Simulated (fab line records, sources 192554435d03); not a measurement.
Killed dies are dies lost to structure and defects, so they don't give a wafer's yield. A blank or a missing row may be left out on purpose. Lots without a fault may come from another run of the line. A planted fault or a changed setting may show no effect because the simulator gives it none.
Chamber matching | flow n5_finfet | N5_BEOL_M5_STRIP_19 on rie_diel-03: 4 sister chambers
The step strips in O2. 16 wafers are shown with their chamber, then 8 later ones without.

WAFERS WITH THEIR CHAMBER
wafer  | chamber | drypump_motor_current_A (A) | showerhead_plenum_p_Torr (Torr) | throttle_valve_pct (%)
L078.1 | 1       | 6.5                         | 2.12                            | 16.89
L078.3 | 3       | 4.9                         | 2.17                            | 16.98
L078.6 | 1       | 6.4                         | 2.12                            | 16.89
L083.2 | 1       | 6.5                         | 2.12                            | 16.89
L083.5 | 2       | 5.4                         | 2.18                            | 16.98
L083.6 | 1       | 6.5                         | 2.12                            | 16.90
L088.1 | 0       | 6.0                         | 2.13                            | 16.61
L088.2 | 1       | 6.5                         | 2.12                            | 16.91
L088.6 | 0       | 6.0                         | 2.13                            | 16.62
L087.1 | 0       | 6.0                         | 2.13                            | 16.61
L087.2 | 3       | 4.9                         | 2.16                            | 16.99
L087.4 | 0       | 6.0                         | 2.13                            | 16.62
L086.2 | 0       | 6.0                         | 2.13                            | 16.64
L086.4 | 2       | 5.4                         | 2.18                            | 16.49
L086.6 | 3       | 4.9                         | 2.16                            | 17.00
L090.1 | 1       | 6.5                         | 2.11                            | 16.95

SIGNATURES (means of the wafers above)
reading                  | chamber 0 | chamber 1 | chamber 2 | chamber 3 | scatter within a chamber
drypump_motor_current_A  | 6.000     | 6.483     | 5.400     | 4.900     | 0.0264
showerhead_plenum_p_Torr | 2.1300    | 2.1183    | 2.1800    | 2.1633    | 0.00354
throttle_valve_pct       | 16.6200   | 16.9050   | 16.7350   | 16.9900   | 0.101
Rule: a wafer's distance from a chamber is the root of the sum, over the readings, of the square of ((its reading less the chamber's mean) divided by the reading's scatter). The wafer belongs to the nearest chamber; if the next one is less than 2 further off, it can't be placed. The scatter: the root of (the sum of the squares of (reading less its chamber's mean) over the shown wafers, divided by (wafers less chambers)).

WAFERS WITHOUT THEIR CHAMBER
wafer  | drypump_motor_current_A (A) | showerhead_plenum_p_Torr (Torr) | throttle_valve_pct (%)
L090.3 | 5.4                         | 2.18                            | 16.50
L090.5 | 5.4                         | 2.18                            | 16.49
L094.4 | 4.9                         | 2.16                            | 17.04
L094.5 | 5.4                         | 2.18                            | 16.51
L094.6 | 4.9                         | 2.16                            | 17.01
L096.2 | 6.5                         | 2.11                            | 16.94
L096.3 | 5.4                         | 2.18                            | 16.49
L096.4 | 4.9                         | 2.16                            | 17.03

WHICH CHAMBER EACH WENT THROUGH
wafer  | from the rows above | in truth
L090.3 | 2                   | 2
L090.5 | 2                   | 2
L094.4 | 3                   | 3
L094.5 | 2                   | 2
L094.6 | 3                   | 3
L096.2 | 1                   | 1
L096.3 | 2                   | 2
L096.4 | 3                   | 3
Placed correctly: 8 of 8. Can't be placed from these rows: 0. Placed wrongly: 0.
